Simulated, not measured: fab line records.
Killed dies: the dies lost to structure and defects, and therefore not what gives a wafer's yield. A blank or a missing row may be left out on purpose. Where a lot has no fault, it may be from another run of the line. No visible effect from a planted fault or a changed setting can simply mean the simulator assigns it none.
fab line records	flow n5Finfet	part 1 of 2: steps 1 to 19 of 25
record lots=5	wafers=15	lastDay=17
route steps=1938 shown BEOL_M3@948
lots untouched by any fault: they come from a run of this same line in which no faults occurred
startH: hours from the record's first day to the start of the lot's first wafer shown	waitH: hours since the lot's step before	" same as the row above	L1.1+2: one row covering several wafers at once	- value missing, or start not given	* or withheld: withheld	< > ~ a bound
route shown NAME@n: a module of which the file shows steps, and the number in the route of the first	usual: the fault-free wafers' mean and standard deviation	same: alike in all rows	chamber/n: place in a boat	sites: per-site readings	_std_site: standard deviation of those values	_edge_site: the outer-site mean with the inner-site mean subtracted	radiusMm: how far each site lies from the wafer's centre	mask NAME#n: copy n	behind: the last tool/chamber to shape the wafer	hold: reason for holding the lot/hours on hold/outcome of the hold	device: whichever transistor did not switch (one of n, p or np)	end of line: at the end of the route, the tests of the same wafers	where a step has no rows: the recipe by itself	killed: the dies lost at the first sort to structure and to defects; this is not the yield of the wafer	map: the dies of a wafer, with x for killed, . for not killed, _ for no die there
set.NAME: the run value of the setting; set.NAME@STEP: its run value at that earlier step	model.NAME: the simulator's own value behind a step, which no gauge read
certain route steps with their lots: each step a table, each wafer a row
services: a tool's chamber out of use, with start hour (startH, from the record's first day; less than 0 if before it), hours out, and reason
## steps
# step N5_BEOL_M3_ETCH_74
# recipe chemistry=N2/H2	target=underlayer	targetDepthA=65	maskMaterial=CAR-EUV	timeS=5.2	ionEnergyEv=200	pressureMtorr=30	sourceW=840	biasW=150	n2FlowSccm=200	h2FlowSccm=200	ends=cleared
# usual drypumpMotorCurrentA=5.6/0.48	etchRfOnTimeS=5.24/0.093	h2FlowSccm=200.0/0.57	oesProductAu=0.65/0.049	rfVppV=524/3.5	showerheadPlenumPTorr=2.55/0.13	throttleValvePct=17.94/0.24
lot.wafer	tool	chamber	startH	waitH	drypumpMotorCurrentA	etchRfOnTimeS	h2FlowSccm	oesProductAu	rfHoursCounterH	rfVppV	showerheadPlenumPTorr	throttleValvePct
L074.3	rieDiel-03	0	139.51	0.0	5.3	5.33	199.7	0.63	167	523	2.52	18.01
L074.5	"	1	"	"	5.2	5.34	200.8	0.63	-	524	2.54	18.12
L074.6	"	0	"	"	5.3	5.26	200.2	0.63	-	522	2.52	18.00
L076.1	rieDiel-03	2	162.10	0.0	6.5	5.25	200.0	0.63	151	526	2.66	17.74
L076.4	"	1	"	"	5.2	5.26	200.2	0.62	149	524	2.53	18.10
L076.6	"	1	"	"	5.2	5.19	200.8	0.63	-	526	2.53	18.11
L080.1	rieDiel-02	3	186.30	0.0	5.6	5.24	199.4	0.73	55	529	2.67	17.64
L080.2	"	0	"	"	5.3	5.32	198.4	0.62	170	525	2.55	18.26
L080.6	"	2	"	"	6.1	5.15	200.1	0.67	-	518	2.34	18.10
L082.1	rieDiel-02	0	187.94	0.0	5.3	5.31	199.7	0.64	171	525	2.55	18.26
L082.2	"	3	"	"	5.7	5.22	200.6	0.74	56	529	2.67	17.63
L082.5	"	3	"	"	5.6	5.21	200.0	0.73	-	524	2.67	17.66
L097.1	rieDiel-01	1	292.18	0.0	5.8	5.27	200.1	0.69	70	528	2.70	18.17
L097.2	"	3	"	"	5.2	5.00	200.4	0.64	188	523	2.52	18.10
L097.5	"	0	"	"	6.2	5.32	200.1	0.57	-	525	2.63	18.08
# step N5_BEOL_M3_ETCH_63
# recipe chemistry=CF4	target=SiARC	targetDepthA=156	maskMaterial=CAR-EUV	timeS=26	ionEnergyEv=80	pressureMtorr=40	sourceW=545	biasW=36	Ar_flow_sccm=100	cf4FlowSccm=100	ends=cleared
# usual drypumpMotorCurrentA=5.6/0.48	etchRfOnTimeS=26.1/0.46	oesProductAu=0.65/0.049	rfVppV=184.3/1.6	showerheadPlenumPTorr=2.15/0.095	throttleValvePct=15.70/0.2
lot.wafer	tool	chamber	startH	waitH	drypumpMotorCurrentA	etchRfOnTimeS	oesProductAu	rfHoursCounterH	rfVppV	showerheadPlenumPTorr	throttleValvePct
L074.3	rieDiel-03	0	139.53	0.0	5.3	26.2	0.63	167	185.4	2.15	15.95
L074.5	"	1	"	"	5.2	26.2	0.63	-	184.0	2.15	15.82
L074.6	"	0	"	"	5.3	25.9	0.64	-	184.3	2.15	15.95
L076.1	rieDiel-03	2	162.12	0.0	6.4	26.2	0.64	151	185.2	2.23	15.46
L076.4	"	1	"	"	5.2	25.8	0.63	149	182.6	2.14	15.84
L076.6	"	1	"	"	5.2	25.8	0.63	-	183.5	2.14	15.84
L080.1	rieDiel-02	3	186.32	0.0	5.6	26.2	0.74	55	186.6	2.26	15.52
L080.2	"	0	"	"	5.3	26.4	0.63	170	183.9	2.13	15.83
L080.6	"	2	"	"	6.1	25.8	0.66	-	181.9	1.99	15.88
L082.1	rieDiel-02	0	187.96	0.0	5.3	26.4	0.62	171	183.2	2.13	15.83
L082.2	"	3	"	"	5.6	26.3	0.73	56	185.4	2.26	15.53
L082.5	"	3	"	"	5.6	26.0	0.73	-	185.1	2.26	15.54
L097.1	rieDiel-01	1	292.19	0.0	5.8	26.3	0.69	70	185.3	2.25	15.76
L097.2	"	3	"	"	5.2	25.3	0.63	188	183.6	2.13	15.87
L097.5	"	0	"	"	6.2	26.8	0.59	-	185.3	2.21	15.84
# step N5_BEOL_M3_ETCH_64
# recipe chemistry=N2/H2	target=SOC	targetDepthA=750	overetchA=150	maskMaterial=SiARC	tempC=40	timeS=112.5	ionEnergyEv=200	pressureMtorr=30	sourceW=840	biasW=150	n2FlowSccm=200	h2FlowSccm=200
# usual drypumpMotorCurrentA=5.6/0.48	h2FlowSccm=200.0/0.6	oesProductAu=0.61/0.043	rfVppV=524/3.5	showerheadPlenumPTorr=2.55/0.13	throttleValvePct=17.90/0.24
lot.wafer	tool	chamber	startH	waitH	drypumpMotorCurrentA	h2FlowSccm	oesProductAu	rfHoursCounterH	rfVppV	showerheadPlenumPTorr	throttleValvePct
L074.3	rieDiel-03	0	139.56	0.0	5.3	199.2	0.60	167	524	2.52	17.96
L074.5	"	1	"	"	5.2	200.3	0.58	-	524	2.54	18.06
L074.6	"	0	"	"	5.3	199.6	0.60	-	525	2.52	17.96
L076.1	rieDiel-03	2	162.14	0.0	6.4	199.1	0.59	151	526	2.66	17.68
L076.4	"	1	"	"	5.2	200.0	0.59	150	523	2.53	18.07
L076.6	"	1	"	"	5.2	199.8	0.58	-	524	2.53	18.05
L080.1	rieDiel-02	3	186.35	0.0	5.6	200.3	0.68	55	527	2.67	17.63
L080.2	"	0	"	"	5.3	200.2	0.59	170	524	2.55	18.22
L080.6	"	2	"	"	6.1	199.8	0.62	-	518	2.34	18.04
L082.1	rieDiel-02	0	187.99	0.0	5.3	200.2	0.58	171	526	2.55	18.24
L082.2	"	3	"	"	5.6	200.1	0.68	56	527	2.67	17.62
L082.5	"	3	"	"	5.6	199.1	0.68	-	527	2.67	17.62
L097.1	rieDiel-01	1	292.22	0.0	5.8	199.5	0.64	70	529	2.70	18.15
L097.2	"	3	"	"	5.2	199.6	0.58	188	522	2.52	18.09
L097.5	"	0	"	"	6.2	199.5	0.55	-	526	2.63	18.07
# step N5_BEOL_M3_STRIP_65
# recipe chemistry=N2/H2	tempC=40	n2FlowSccm=200	h2FlowSccm=200	rfFrequencyHz=6e+07
lot.wafer	tool	chamber	startH	waitH
L074.3+5+6	rieDiel-03	0,1,0	139.66	0.1
L076.1+4+6	rieDiel-03	2,1,1	162.25	0.1
L080.1+2+6	rieDiel-02	3,0,2	186.46	0.1
L082.1+2+5	rieDiel-02	0,3,3	188.09	0.1
L097.1+2+5	rieDiel-01	1,3,0	292.33	0.1
# step N5_BEOL_M3_STRIP_75
# recipe chemistry=N2/H2	tempC=40	n2FlowSccm=200	h2FlowSccm=200	rfFrequencyHz=6e+07
lot.wafer	tool	chamber	startH	waitH
L074.3+5+6	rieDiel-03	0,1,0	139.67	0.0
L076.1+4+6	rieDiel-03	2,1,1	162.26	0.0
L080.1+2+6	rieDiel-02	3,0,2	186.47	0.0
L082.1+2+5	rieDiel-02	0,3,3	188.10	0.0
L097.1+2+5	rieDiel-01	1,3,0	292.34	0.0
# step N5_BEOL_M3_STRIP_66
# recipe chemistry=CF4	resist=SiARC	powerW=300	biasPowerW=75	pressureMtorr=50	cf4FlowSccm=150	rfFrequencyHz=6e+07
# usual drypumpMotorCurrentA=5.6/0.48	oesProductAu=0.76/0.054	rfVppV=271.2/1.9	showerheadPlenumPTorr=1.80/0.079	throttleValvePct=13.66/0.2
lot.wafer	tool	chamber	startH	waitH	drypumpMotorCurrentA	oesProductAu	rfHoursCounterH	rfVppV	showerheadPlenumPTorr	throttleValvePct
L074.3	rieDiel-03	0	139.68	0.0	5.3	0.74	167	273.2	1.80	13.93
L074.5	"	1	"	"	5.2	0.74	-	272.1	1.79	13.74
L074.6	"	0	"	"	5.3	0.74	-	272.1	1.80	13.93
L076.1	rieDiel-03	2	162.27	0.0	6.5	0.74	151	273.3	1.86	13.44
L076.4	"	1	"	"	5.2	0.73	150	269.7	1.79	13.77
L076.6	"	1	"	"	5.2	0.73	-	270.3	1.79	13.78
L080.1	rieDiel-02	3	186.48	0.0	5.6	0.85	55	271.6	1.88	13.42
L080.2	"	0	"	"	5.3	0.73	170	271.3	1.77	13.75
L080.6	"	2	"	"	6.1	0.77	-	268.1	1.67	13.83
L082.1	rieDiel-02	0	188.11	0.0	5.3	0.73	171	271.4	1.78	13.75
L082.2	"	3	"	"	5.6	0.85	56	274.2	1.88	13.44
L082.5	"	3	"	"	5.6	0.86	-	273.7	1.88	13.41
L097.1	rieDiel-01	1	292.35	0.0	5.8	0.81	70	273.1	1.89	13.75
L097.2	"	3	"	"	5.2	0.72	188	271.3	1.77	13.81
L097.5	"	0	"	"	6.2	0.68	-	271.3	1.86	13.87
# step N5_BEOL_M3_HM_OPEN_17
# recipe chemistry=Cl2/BCl3	targetDepthA=200	overetchA=60	target=TiN	maskMaterial=SOC	ionEnergyEv=150	pressureMtorr=10	icpW=1000	biasW=126	Cl2_flow_sccm=53.25	bcl3FlowSccm=21.75	Ar_flow_sccm=25
# usual drypumpMotorCurrentA=5.5/0.31	oesProductAu=0.71/0.054	throttleValvePct=22.01/0.15
lot.wafer	tool	chamber	startH	waitH	drypumpMotorCurrentA	oesProductAu	rfHoursCounterH	throttleValvePct
L074.3	rieMetal-02	0	139.76	0.1	5.5	0.67	-	21.82
L074.5	"	0	"	"	5.5	0.67	-	21.82
L074.6	"	1	"	"	5.8	0.80	-	22.12
L076.1	rieMetal-03	1	162.32	0.0	5.2	0.77	8	21.80
L076.4	"	1	"	"	5.1	0.77	-	21.79
L076.6	"	0	"	"	6.0	0.64	-	22.06
L080.1	rieMetal-02	1	186.52	0.0	5.7	0.77	6	22.15
L080.2	"	0	"	"	5.5	0.65	46	21.85
L080.6	"	0	"	"	5.5	0.65	-	21.84
L082.1	rieMetal-02	1	188.15	0.0	5.8	0.78	6	22.13
L082.2	"	0	"	"	5.5	0.65	46	21.86
L082.5	"	1	"	"	5.8	0.77	-	22.16
L097.1	rieMetal-01	1	292.39	0.0	5.2	0.68	42	22.23
L097.2	"	0	"	"	5.3	0.72	24	22.01
L097.5	"	0	"	"	5.3	0.72	-	21.99
# step N5_BEOL_M3_STRIP_19
# recipe chemistry=O2	powerW=400	tempC=40	pressureMtorr=30	rfFrequencyHz=6e+07	biasPowerW=0	overashFraction=0.2	o2FlowSccm=225
# usual drypumpMotorCurrentA=5.6/0.52	oesProductAu=0.77/0.068	rfVppV=3.7/0.46	showerheadPlenumPTorr=2.13/0.083	throttleValvePct=16.75/0.2
lot.wafer	tool	chamber	startH	waitH	drypumpMotorCurrentA	oesProductAu	rfHoursCounterH	rfVppV	showerheadPlenumPTorr	throttleValvePct
L074.3	rieDiel-01	1	140.08	0.3	5.8	0.88	31	4.0	2.23	16.85
L074.5	"	0	"	"	6.2	0.72	-	3.1	2.18	16.79
L074.6	"	1	"	"	5.8	0.88	-	2.7	2.23	16.83
L076.1	rieDiel-01	1	162.47	0.1	5.8	0.86	38	4.3	2.23	16.85
L076.4	"	2	"	"	4.8	0.95	13	4.1	2.23	16.51
L076.6	"	1	"	"	5.8	0.87	-	4.7	2.23	16.85
L080.1	rieDiel-01	0	186.63	0.1	6.2	0.70	189	3.5	2.18	16.82
L080.2	"	3	"	"	5.2	0.75	157	3.7	2.09	16.86
L080.6	"	0	"	"	6.2	0.70	-	3.2	2.18	16.82
L082.1	rieDiel-02	3	188.26	0.1	5.6	0.86	56	4.1	2.20	16.51
L082.2	"	0	"	"	5.3	0.73	171	3.1	2.08	16.85
L082.5	"	1	"	"	4.9	0.70	-	4.2	1.99	16.38
L097.1	rieDiel-01	1	292.50	0.1	5.8	0.82	70	3.6	2.22	16.91
L097.2	"	0	"	"	6.2	0.68	221	3.9	2.17	16.89
L097.5	"	3	"	"	5.2	0.74	-	3.8	2.08	16.94
# step N5_BEOL_M3_CD_MEAS_18
# recipe pitchNm=36	targetCdNm=18
# usual cdNm=17.9/0.33
lot.wafer	tool	chamber	startH	waitH	cdNm
L074.3	cdSem-02	-	140.15	0.1	18.1
L074.5	"	-	"	"	17.7
L074.6	"	-	"	"	18.6
L076.1	cdSem-03	-	162.54	0.0	18.2
L076.4	"	-	"	"	17.4
L076.6	"	-	"	"	17.6
L080.1	cdSem-02	-	186.70	0.0	17.9
L080.2	"	-	"	"	17.9
L080.6	"	-	"	"	18.0
L082.1	cdSem-02	-	188.33	0.0	17.7
L082.2	"	-	"	"	18.1
L082.5	"	-	"	"	17.9
L097.1	cdSem-02	-	292.57	0.0	17.8
L097.2	"	-	"	"	17.4
L097.5	"	-	"	"	17.9
# step N5_BEOL_M3_COAT_67
# recipe resist=SOC	tempC=250	timeS=60	spinRpm=1500	resistThkNm=60
# usual resistLineTempC=23.01/0.098
lot.wafer	tool	chamber	startH	waitH	resistLineTempC
L074.3	lithoTrack-02	0	140.19	0.0	23.05
L074.5	"	0	"	"	22.98
L074.6	"	0	"	"	22.98
L076.1	lithoTrack-02	0	162.57	0.0	22.98
L076.4	"	0	"	"	22.96
L076.6	"	0	"	"	22.97
L080.1	lithoTrack-02	0	186.73	0.0	23.07
L080.2	"	0	"	"	23.06
L080.6	"	0	"	"	23.10
L082.1	lithoTrack-02	0	188.37	0.0	22.93
L082.2	"	0	"	"	22.82
L082.5	"	0	"	"	22.94
L097.1	lithoTrack-04	0	292.61	0.0	23.09
L097.2	"	0	"	"	23.15
L097.5	"	0	"	"	23.02
# step N5_BEOL_M3_COAT_68
# recipe resist=SiARC	tempC=220	timeS=60	spinRpm=1500	resistThkNm=12
# usual resistLineTempC=23.02/0.11
lot.wafer	tool	chamber	startH	waitH	resistLineTempC
L074.3	lithoTrack-02	0	-	-	22.95
L074.5	"	0	"	"	23.05
L074.6	"	0	"	"	23.04
L076.1	lithoTrack-02	0	-	-	22.86
L076.4	"	0	"	"	23.00
L076.6	"	0	"	"	23.02
L080.1	lithoTrack-02	0	-	-	23.13
L080.2	"	0	"	"	23.01
L080.6	"	0	"	"	23.09
L082.1	lithoTrack-02	0	-	-	23.17
L082.2	"	0	"	"	23.08
L082.5	"	0	"	"	23.02
L097.1	lithoTrack-04	0	-	-	22.91
L097.2	"	0	"	"	22.73
L097.5	"	0	"	"	23.01
# step N5_BEOL_M3_COAT_76
# recipe resist=underlayer	tempC=205	timeS=60	spinRpm=1500	resistThkNm=5
# usual resistLineTempC=23.04/0.1
lot.wafer	tool	chamber	startH	waitH	resistLineTempC
L074.3	lithoTrack-02	0	-	-	23.14
L074.5	"	0	"	"	23.15
L074.6	"	0	"	"	23.20
L076.1	lithoTrack-02	0	-	-	23.11
L076.4	"	0	"	"	23.05
L076.6	"	0	"	"	23.08
L080.1	lithoTrack-02	0	-	-	23.12
L080.2	"	0	"	"	23.13
L080.6	"	0	"	"	23.16
L082.1	lithoTrack-02	0	-	-	22.87
L082.2	"	0	"	"	22.92
L082.5	"	0	"	"	22.70
L097.1	lithoTrack-04	0	-	-	23.07
L097.2	"	0	"	"	23.14
L097.5	"	0	"	"	23.20
# step N5_BEOL_M3_COAT_22
# recipe resist=CAR-EUV	spinRpm=1500	resistThkNm=30
# usual resistLineTempC=23.02/0.11
lot.wafer	tool	chamber	startH	waitH	resistLineTempC
L074.3	lithoTrack-02	0	-	-	23.13
L074.5	"	0	"	"	22.98
L074.6	"	0	"	"	23.12
L076.1	lithoTrack-02	0	-	-	22.95
L076.4	"	0	"	"	23.17
L076.6	"	0	"	"	23.21
L080.1	lithoTrack-02	0	-	-	23.14
L080.2	"	0	"	"	23.20
L080.6	"	0	"	"	23.02
L082.1	lithoTrack-02	0	-	-	23.08
L082.2	"	0	"	"	23.02
L082.5	"	0	"	"	23.07
L097.1	lithoTrack-04	0	-	-	22.94
L097.2	"	0	"	"	22.90
L097.5	"	0	"	"	22.87
# step N5_BEOL_M3_EBR_24
# recipe solvent=PGMEA	ebrWidthMm=1.5
# usual resistLineTempC=23.01/0.12
lot.wafer	tool	chamber	startH	waitH	resistLineTempC
L074.3	lithoTrack-02	0	-	-	22.99
L074.5	"	0	"	"	23.02
L074.6	"	0	"	"	22.94
L076.1	lithoTrack-02	0	-	-	23.17
L076.4	"	0	"	"	22.96
L076.6	"	0	"	"	22.92
L080.1	lithoTrack-02	0	-	-	23.19
L080.2	"	0	"	"	23.24
L080.6	"	0	"	"	23.16
L082.1	lithoTrack-02	0	-	-	23.06
L082.2	"	0	"	"	23.04
L082.5	"	0	"	"	22.97
L097.1	lithoTrack-04	0	-	-	22.97
L097.2	"	0	"	"	23.06
L097.5	"	0	"	"	22.82
# step N5_BEOL_M3_SOFTBAKE_23
# recipe tempC=110	timeS=60	resist=CAR-EUV
# usual resistLineTempC=23.01/0.098
lot.wafer	tool	chamber	startH	waitH	resistLineTempC
L074.3	lithoTrack-02	0	-	-	22.96
L074.5	"	0	"	"	23.04
L074.6	"	0	"	"	22.94
L076.1	lithoTrack-02	0	-	-	22.90
L076.4	"	0	"	"	22.91
L076.6	"	0	"	"	23.09
L080.1	lithoTrack-02	0	-	-	23.00
L080.2	"	0	"	"	22.92
L080.6	"	0	"	"	23.10
L082.1	lithoTrack-02	0	-	-	23.16
L082.2	"	0	"	"	23.21
L082.5	"	0	"	"	23.12
L097.1	lithoTrack-04	0	-	-	23.20
L097.2	"	0	"	"	23.08
L097.5	"	0	"	"	23.13
# step N5_BEOL_M3_EXPOSE_25
# recipe maskId=V2	na=0.33	sourceShape=quasar	sigmaInner=0.2	sigmaOuter=0.8	polarization=unpolarized	defocusNm=5	doseMj=63
# usual stageMsdNm=0.814/0.0089
lot.wafer	tool	chamber	startH	waitH	mask	stageMsdNm
L074.3	euvScanner-02	0	140.36	-	V2#0	0.822
L074.5	"	0	"	"	V2#0	0.819
L074.6	"	0	"	"	V2#0	0.823
L076.1	euvScanner-02	0	162.71	-	V2#0	0.821
L076.4	"	0	"	"	V2#0	0.818
L076.6	"	0	"	"	V2#0	0.818
L080.1	euvScanner-01	0	186.87	-	V2#0	0.817
L080.2	"	0	"	"	V2#0	0.817
L080.6	"	0	"	"	V2#0	0.819
L082.1	euvScanner-02	0	188.63	-	V2#0	0.825
L082.2	"	0	"	"	V2#0	0.824
L082.5	"	0	"	"	V2#0	0.826
L097.1	euvScanner-01	0	292.74	-	V2#0	0.817
L097.2	"	0	"	"	V2#0	0.817
L097.5	"	0	"	"	V2#0	0.814
# step N5_BEOL_M3_PEB_26
# recipe pebTempC=100	pebTimeS=60	resist=CAR-EUV
# usual resistLineTempC=23.00/0.11
lot.wafer	tool	chamber	startH	waitH	resistLineTempC
L074.3	lithoTrack-04	0	140.42	0.1	23.26
L074.5	"	0	"	"	23.06
L074.6	"	0	"	"	23.06
L076.1	lithoTrack-04	0	162.80	0.1	23.02
L076.4	"	0	"	"	22.92
L076.6	"	0	"	"	23.04
L080.1	lithoTrack-02	0	186.95	0.1	23.12
L080.2	"	0	"	"	23.15
L080.6	"	0	"	"	23.15
L082.1	lithoTrack-05	0	188.71	0.1	22.98
L082.2	"	0	"	"	22.89
L082.5	"	0	"	"	22.93
L097.1	lithoTrack-02	0	292.82	0.1	22.89
L097.2	"	0	"	"	22.86
L097.5	"	0	"	"	22.78
# step N5_BEOL_M3_DEVELOP_27
# recipe developTimeS=30	developer=TMAH	resist=CAR-EUV	rinseLiquid=surfactantRinse	dry=airSpin	devTempC=23
# usual resistLineTempC=23.01/0.12
lot.wafer	tool	chamber	startH	waitH	resistLineTempC
L074.3	lithoTrack-04	0	-	-	23.10
L074.5	"	0	"	"	23.15
L074.6	"	0	"	"	23.11
L076.1	lithoTrack-04	0	-	-	22.83
L076.4	"	0	"	"	22.99
L076.6	"	0	"	"	22.98
L080.1	lithoTrack-02	0	-	-	22.69
L080.2	"	0	"	"	22.98
L080.6	"	0	"	"	22.71
L082.1	lithoTrack-05	0	-	-	23.30
L082.2	"	0	"	"	23.14
L082.5	"	0	"	"	23.22
L097.1	lithoTrack-02	0	-	-	22.98
L097.2	"	0	"	"	23.21
L097.5	"	0	"	"	23.25
# step N5_BEOL_M3_CD_MEAS_28
# recipe targetCdNm=25.7	landingEnergyEv=500	detector=seInlens	targetCdYNm=23.3	polarity=opening
# usual cdNm=25.68/0.25
# same landingEnergyEv=500
lot.wafer	tool	chamber	startH	waitH	cdNm
L074.3	cdSem-02	0	140.49	-	25.57
L074.5	"	0	"	"	25.43
L074.6	"	0	"	"	25.66
L076.1	cdSem-02	0	162.86	-	25.79
L076.4	"	0	"	"	25.31
L076.6	"	0	"	"	26.19
L080.1	cdSem-03	0	187.02	-	26.06
L080.2	"	0	"	"	25.63
L080.6	"	0	"	"	25.64
L082.1	cdSem-03	0	188.78	-	25.58
L082.2	"	0	"	"	25.60
L082.5	"	0	"	"	25.30
L097.1	cdSem-02	0	292.89	-	25.87
L097.2	"	0	"	"	26.26
L097.5	"	0	"	"	26.10
